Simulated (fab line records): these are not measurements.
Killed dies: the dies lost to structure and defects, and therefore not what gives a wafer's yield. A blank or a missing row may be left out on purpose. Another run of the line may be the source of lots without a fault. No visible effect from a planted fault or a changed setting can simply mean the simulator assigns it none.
Code-filled problem report in 8D (eight disciplines) form + flow nandHarc + the parts of the form that need people (team, actions taken, sign-off) are left out

== 1. THE ISSUE ==
Wafers with no fault read 352 with a standard deviation of 140, whereas rawDefectCount at NHARC_P_M2_INSPECT_27 reads a mean of 4558 on 1 wafer of 1 lot. That is +30 standard deviations from the usual mean.
The first sign was on wafer L781.5 at day 10 01:53, on defectInspect-02. The record has a number at this step for 33 wafers belonging to 11 lots. Rule for "out" (also "out of limits"): further than 4 standard deviations from the usual mean. The rest of the wafers with a number are treated as sound.

== 2. WHAT IT IS AND WHAT IT IS NOT ==
| question                    | is                | is not                                                                    |
|-----------------------------|-------------------|---------------------------------------------------------------------------|
| which readings at this step | rawDefectCount    | -                                                                         |
| which lots                  | L781              | L765, L766, L767, L771, L772, L773, L774, L776, L785, L788                |
| which wafers of those lots  | L781.5            | L781.1, L781.4                                                            |
| read on which gauges        | defectInspect-02  | defectInspect-01                                                          |
| when                        | from day 10 01:53 | up to then (26 sound wafers); but 6 sound wafers of L785, L788 came after |

== 3. WHAT RULES OUT EACH SUSPECT ==
Counting: a tool at a process step up to the reading stays a suspect if it ran every lot that is out. Sound lots after the first of them don't rule it out here, since some wafers of a struck lot are sound.
- the gauge at NHARC_P_M2_INSPECT_27: ruled out. All the wafers that are out were read on defectInspect-02, but those of them that NHARC_END_SORT_01 has rows for are out there too, on other tools.
- rieDiel-07 at NHARC_P_M2_STRIP_18 (strips in N2/H2): kept. The lot that is out, L781, ran on it at day 9 23:40; the last sound lot it ran before that was L765, at day 6 07:22.
- rieDiel-07 at NHARC_P_M2_ETCH_28 (etches the open film in CF4/N2, target depth 30 nm, time 72.99 s): kept. The lot that is out, L781, ran on it at day 10 01:25; the last sound lot it ran before that was L765, at day 6 09:10. With no start given for some of its lots, NHARC_P_M2_ETCH_28 uses the hours and lot order of NHARC_P_M2_CMP_23.
- pvdSputter-03 at NHARC_P_M2_PVD_21 (deposits Cu, target thk 30 nm, time 20.49 s): kept. The lot that is out, L781, ran on it at day 10 01:25; the last sound lot it ran before that was L776, at day 8 23:54. With no start given for some of its lots, NHARC_P_M2_PVD_21 uses the hours and lot order of NHARC_P_M2_CMP_23.
- cmp-03 at NHARC_P_M2_CMP_23 (polishes, t overpolish 20 s, target thk 144.3 nm): kept. The lot that is out, L781, ran on it at day 10 01:25; the last sound lot it ran before that was L766, at day 6 20:41.
- Within rieDiel-07 at NHARC_P_M2_STRIP_18: the wafers that are out ran in chamber 1; their sound lot-mates ran in chambers 0, 2.
Left after counting: rieDiel-07 at NHARC_P_M2_STRIP_18, rieDiel-07 at NHARC_P_M2_ETCH_28, pvdSputter-03 at NHARC_P_M2_PVD_21, cmp-03 at NHARC_P_M2_CMP_23.

== 4. THE CAUSE (what the simulator had put in) ==
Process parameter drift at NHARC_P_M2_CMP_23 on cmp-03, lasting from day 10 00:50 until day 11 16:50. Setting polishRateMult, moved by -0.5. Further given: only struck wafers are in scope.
Counting leaves 4 suspects; this tool is one of them.

== 5. THE CHAIN OF EFFECTS, in route order ==
Each row: a reading whose mean over the struck wafers that have a number lies more than 3 standard deviations from the usual. Readings are gone through only where the record gives a usual standard deviation; hours: the median, over the lots, of the time from a lot's start at the first step in this table giving one to that lot's start at this step; sigmas: the change measured in usual standard deviations.
| hours | step                  | reading            | usual  | on struck wafers | change | sigmas      |
|-------|-----------------------|--------------------|--------|------------------|--------|-------------|
| 0     | NHARC_P_M2_INSPECT_27 | rawDefectCount     | 352    | 4558             | +4206  | +30         |
| 325   | NHARC_END_SORT_01     | defectLimitedYield | 95.4 % | 0.0              | -95.4  | -64         |
| 325   | NHARC_END_SORT_01     | killedAtPeriphery  | 3.4    | 647.0            | +643.6 | +99 or more |
| 325   | NHARC_END_SORT_01     | killedDies         | 31     | 677              | +646   | +65         |
| 325   | NHARC_END_SORT_01     | sort_bin_3_pct     | 0.29 % | 95.72            | +95.43 | +99 or more |
| 325   | NHARC_END_SORT_01     | sortNPass          | 646    | 0                | -646   | -65         |
| 325   | NHARC_END_SORT_01     | sortRimYieldPct    | 94.7 % | 0.0              | -94.7  | -32         |
| 325   | NHARC_END_SORT_01     | sortYieldPct       | 95.4 % | 0.0              | -95.4  | -64         |

== 6. HOW IT WOULD HAVE BEEN CAUGHT EARLIER ==
In this record the first reading out of limits at a measuring or inspecting step was taken at day 10 01:53, 1 hour after the fault began at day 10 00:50.
No tool reading at NHARC_P_M2_CMP_23 that has a usual standard deviation in the record was out on any struck wafer, so an alarm limit of 4 standard deviations on those readings would not have fired.
By day 10 01:53 the whole set of lots that are out, 1 in number, had already begun NHARC_P_M2_CMP_23 on cmp-03. Had the tool been put on hold then, not one of them would have been saved.
